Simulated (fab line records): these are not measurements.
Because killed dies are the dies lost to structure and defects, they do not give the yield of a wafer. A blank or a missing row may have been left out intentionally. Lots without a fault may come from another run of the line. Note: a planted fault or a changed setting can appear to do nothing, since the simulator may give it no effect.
Chamber matching | flow nand harc | ald hk-04 running NHARC_A_WL_FILL_ALD_00: 4 sister chambers
The step deposits Al2O3, target thk 3 nm, pulse time 3 s, ald cycles 30. 4 wafers are shown with their chamber, then 9 later ones without.

EACH WAFER AND ITS CHAMBER
wafer  | chamber | heater power w (W)
L081.3 | 1       | 442
L086.1 | 3       | 413
L086.2 | 0       | 503
L086.6 | 2       | 481

WAFERS WHOSE CHAMBER IS MISSING
wafer  | heater power w (W)
L089.2 | 503
L089.3 | 442
L089.6 | 503
L093.1 | 396
L093.4 | 411
L093.5 | 489
L094.1 | 467
L094.3 | 482
L094.5 | 408

WHICH CHAMBER EACH WENT THROUGH
wafer  | from the rows above     | in truth
L089.2 | 0                       | 0
L089.3 | 1                       | 1
L089.6 | 0                       | 0
L093.1 | 3                       | 3
L093.4 | 3                       | 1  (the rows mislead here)
L093.5 | can't be placed: 2 or 0 | 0
L094.1 | can't be placed: 2 or 1 | 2
L094.3 | 2                       | 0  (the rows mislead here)
L094.5 | 3                       | 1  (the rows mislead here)
Correct placement for 4 of the 9. Unplaceable from these rows: 2, with the true chamber sitting among the candidates in 2. 3 placed wrongly.
How it was worked out, from the rows above alone: a wafer's distance from a chamber is the root of the sum, over the readings, of the square of ((its reading less the chamber's mean) divided by the reading's scatter). The wafer belongs to the nearest chamber; if the next one is less than 2 further off, it can't be placed. Each chamber's mean is taken over the wafers shown for it. The scatter: root of mean squared gap, hidden wafer to nearest shown wafer, with one shown wafer a chamber.
